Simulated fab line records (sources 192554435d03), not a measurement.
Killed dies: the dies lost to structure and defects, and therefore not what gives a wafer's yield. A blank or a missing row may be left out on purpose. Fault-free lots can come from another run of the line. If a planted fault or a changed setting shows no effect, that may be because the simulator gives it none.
A struck lot beside a sound one | flow n5Finfet | 36 steps out of a route of 1938
Sound: wafers L770.2, L770.4, L770.6. Struck: wafer L789.2; the same lot's L789.4 was not struck, so it is left out; see the end for the cause.
For every step that has rows: the tool of each side, followed by ch and its chambers, followed by its first start. Under that, the readings that differ: sound wafers | struck wafers | difference of the means | sigmas: that difference in standard deviations of wafers without a fault.
alike: same words and numbers on both sides, and readings whose means sit less than 2 such deviations apart. not compared: any withheld reading, any reading some wafer has no value for, any bound like >300 that may hide the same value, and any number with overlapping values for which the record gives no deviation.
The two part at a step that has a row with sigmas, a row that says differs or no value, or rows on one side only. Numbers that have no deviation but don't overlap get no sigmas and don't part them. A reading missing from all wafers of one side parts the sides only when that side holds two or more wafers.

first, 9 steps without rows for these wafers: N5_BEOL_M9_ALD_74 (deposits TaN, target thk 2 nm, pulse time 2 s, purge time 3 s); N5_BEOL_M9_SURFACE_TREAT_79; N5_BEOL_M9_CVD_78 (deposits Co from CCTBA/H2, target thk 2 nm, time 138.9 s); N5_BEOL_M9_SPUTTER_48 (material Cu, target thk 12 nm, time 2 s); N5_BEOL_M9_ECD_50 (material Cu, target thk 318 nm); N5_BEOL_M9_ANNEAL_51 (time 90 s); N5_BEOL_M9_CMP_52 (polishes, stops on SiCOH lowk, t overpolish 7 s, target thk 140 nm); N5_BEOL_M9_PRE_CLEAN_55 (time 15 s); N5_BEOL_M9_DEP_56 (deposits SiCN from 3MS/NH3, target thk 15 nm, time 26.5 s).
N5_BEOL_M10_ILD_DEP_00: deposits SiCOH lowk from DEMS/porogen, target thk 308.51 nm, time 58 s.
  sound on pecvd-01 ch 0,1, day 9 21:43; struck on pecvd-01 ch 0, day 15 22:32
reading                                            | sound             | struck | difference | sigmas
runLengthS (s)                                     | 101.5 101.6 100.7 | 84.2   | -17.1      | -30
model.SiCOH_lowk_of_BEOL_M10_ILD_DEP_00.thkNm (nm) | 301.8 306.4 306.4 | 215.2  | -89.7      | 
  alike: heaterPowerW, showerheadPlenumPTorr, throttleValvePct
  not compared: sinceWetCleanH
then, 1 step without rows for these wafers: N5_BEOL_M10_CURE_71 (cures SiCOH lowk, time 240 s).
N5_BEOL_M10_THK_MEAS_01:
  sound: filmMetro-02 at day 9 22:19; struck: filmMetro-01 at day 15 23:08
reading          | sound       | struck | difference | sigmas
M10_ILD_THK (nm) | 262 266 266 | 186    | -79        | -22
then, 23 steps without rows for these wafers: N5_BEOL_M10_PECVD_70 (deposits SiO2 from TEOS/O2, target thk 20 nm, time 22.7 s); N5_BEOL_M10_HM_DEP_02 (deposits TiN, target thk 20 nm); N5_BEOL_M10_COAT_59 (time 60 s, resist thk 100 nm); N5_BEOL_M10_COAT_60 (time 60 s, resist thk 30 nm); N5_BEOL_M10_COAT_05 (resist thk 90 nm); N5_BEOL_M10_EBR_07; N5_BEOL_M10_SOFTBAKE_06 (time 60 s); N5_BEOL_M10_EXPOSE_08 (exposes mask M10); N5_BEOL_M10_PEB_09 (peb time 60 s); N5_BEOL_M10_DEVELOP_10 (develop time 30 s); N5_BEOL_M10_DESCUM_16 (chemistry O2, time 7.9 s); N5_BEOL_M10_ETCH_61 (etches SiARC in CF4, target depth 39 nm, time 65 s); N5_BEOL_M10_ETCH_62 (etches SOC in N2/H2, target depth 110 nm, overetch 22 nm, time 165 s); N5_BEOL_M10_STRIP_68 (strips in N2/H2); N5_BEOL_M10_STRIP_67 (strips in CF4); N5_BEOL_M10_HM_OPEN_17 (chemistry Cl2/BCl3, target TiN, target depth 20 nm, overetch 6 nm); N5_BEOL_M10_STRIP_19 (strips in O2); N5_BEOL_M10_COAT_63 (time 60 s, resist thk 100 nm); N5_BEOL_M10_COAT_64 (time 60 s, resist thk 30 nm); N5_BEOL_M10_COAT_22 (resist thk 90 nm); N5_BEOL_M10_EBR_24; N5_BEOL_M10_SOFTBAKE_23 (time 60 s); N5_BEOL_M10_EXPOSE_25 (exposes mask V9).
N5_BEOL_M10_CMP_52: polishes, stops on SiCOH lowk, t overpolish 7 s, target thk 140 nm.
  sound on cmp-04 ch 2,3, day 10 07:30; struck on cmp-02 ch 1, day 16 08:58
reading                                            | sound             | struck | difference | sigmas
motorCurrentA (A)                                  | 6.2 6.7 6.6       | 5.1    | -1.4       | -3
model.SiCOH_lowk_of_BEOL_M10_ILD_DEP_00.thkNm (nm) | 259.2 263.2 263.2 | 183    | -79        | 

## WHERE THEY PART
First at N5_BEOL_M10_ILD_DEP_00; last, within this record, at N5_BEOL_M10_CMP_52.

WHY: what had been put in by the simulator
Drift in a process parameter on pecvd-01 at N5_BEOL_M10_ILD_DEP_00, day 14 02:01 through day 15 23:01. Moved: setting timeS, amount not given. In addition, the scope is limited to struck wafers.
